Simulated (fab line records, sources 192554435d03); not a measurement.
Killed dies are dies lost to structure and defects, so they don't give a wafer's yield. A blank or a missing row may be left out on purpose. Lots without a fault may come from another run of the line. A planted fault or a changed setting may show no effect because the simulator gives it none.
One fault seen from 2 desks | flow n5_finfet | each desk has only its own numbers; what lay behind them comes last

THE METROLOGY DESK
What the gauges read, lot by lot, whatever tool the lot ran on: means of the sampled wafers that have a number. A lot is out of limits, marked OUT, if its mean lies more than 4 standard deviations from the usual mean; the brackets give that distance. Of its 11 readings 7 are shown: those that lie furthest out on some lot.
Columns: A = thk_nm at N5_DUMMY_GATE_THK_MEAS_05, usual 71.8 nm; B = DIBL_P at N5_BEOL_M4_RC_MEAS_101, usual 36.3 mV/V; C = IOFF_P at N5_BEOL_M4_RC_MEAS_101, usual 0.208 nA/um; D = ION_N at N5_BEOL_M4_RC_MEAS_101, usual 672 uA/um; E = ION_P at N5_BEOL_M4_RC_MEAS_101, usual 462 uA/um; F = SS_P at N5_BEOL_M4_RC_MEAS_101, usual 73.3 mV/dec; G = VT_P at N5_BEOL_M4_RC_MEAS_101, usual -250.5 mV
lot  | first seen here | A    | B    | C     | D   | E   | F    | G
L818 | day 2 17:14     | 71.4 | 35.4 | 0.175 | 666 | 455 | 73.0 | -255.8
L819 | day 3 01:16     | 71.6 | 36.8 | 0.206 | 678 | 460 | 73.6 | -251.8
L821 | day 3 15:02     | 72.2 | 37.2 | 0.265 | 677 | 472 | 73.2 | -245.5
L825 | day 4 14:31     | 71.6 | 38.8 | 0.240 | 678 | 470 | 74.4 | -249.3
L827 | day 4 22:41     | 72.6 | 37.6 | 0.206 | 682 | 465 | 73.4 | -249.7
L828 | day 5 07:08     | 72.0 | 34.7 | 0.207 | 668 | 464 | 73.1 | -246.3
L829 | day 5 15:04     | 71.6 | 34.1 | 0.186 | 658 | 459 | 73.0 | -252.3
L838 | day 7 18:54     | 71.3 | 36.6 | 0.198 | 676 | 465 | 73.2 | -251.8
L839 | day 8 02:27     | 73.1 | 37.8 | 0.221 | 687 | 467 | 74.0 | -249.1
This desk's finding: nothing out of limits on any of the 9 lots.

THE TOOL OWNER'S DESK: litho_track-03
The tool's own readings at N5_SD_EPI_N_COAT_33 (time 60 s, resist thk 35 nm): means of the sampled wafers that have a number, for each lot that ran on this tool. A lot is out of limits, marked OUT, if its mean lies more than 4 standard deviations from the usual mean; the brackets give that distance.
Columns: A = spin_speed_rpm at N5_SD_EPI_N_COAT_33, usual 1499.9 rpm
lot  | first seen here | A
L818 | day 3 00:46     | 1498.9
L819 | day 3 08:38     | 1498.6
L825 | day 4 21:46     | 1500.7
L827 | day 5 05:51     | 1453.2 (-47) OUT
L829 | day 5 21:26     | 1451.8 (-48) OUT
This desk's finding: out of limits on L827, L829; first on L827, day 5 05:51 (spin_speed_rpm at N5_SD_EPI_N_COAT_33). In limits: L818, L819, L825.

PUT TOGETHER
The tool owner's desk could have raised an alarm at day 5 05:51, on L827, L829.
The metrology desk saw nothing out of limits.
The metrology desk has L827, L829 on record, within its limits.
Of the lots named, all ran N5_SD_EPI_N_COAT_33 on litho_track-03.

WHAT THE SIMULATOR HAD PUT IN
Process parameter drift: litho_track-03, from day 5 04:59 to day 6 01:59, at N5_SD_EPI_N_COAT_33. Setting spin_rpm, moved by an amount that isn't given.
Lots struck among those shown: L827, L829.
Hours from the fault's start to each desk's first reading out of limits: the tool owner's desk, 1.
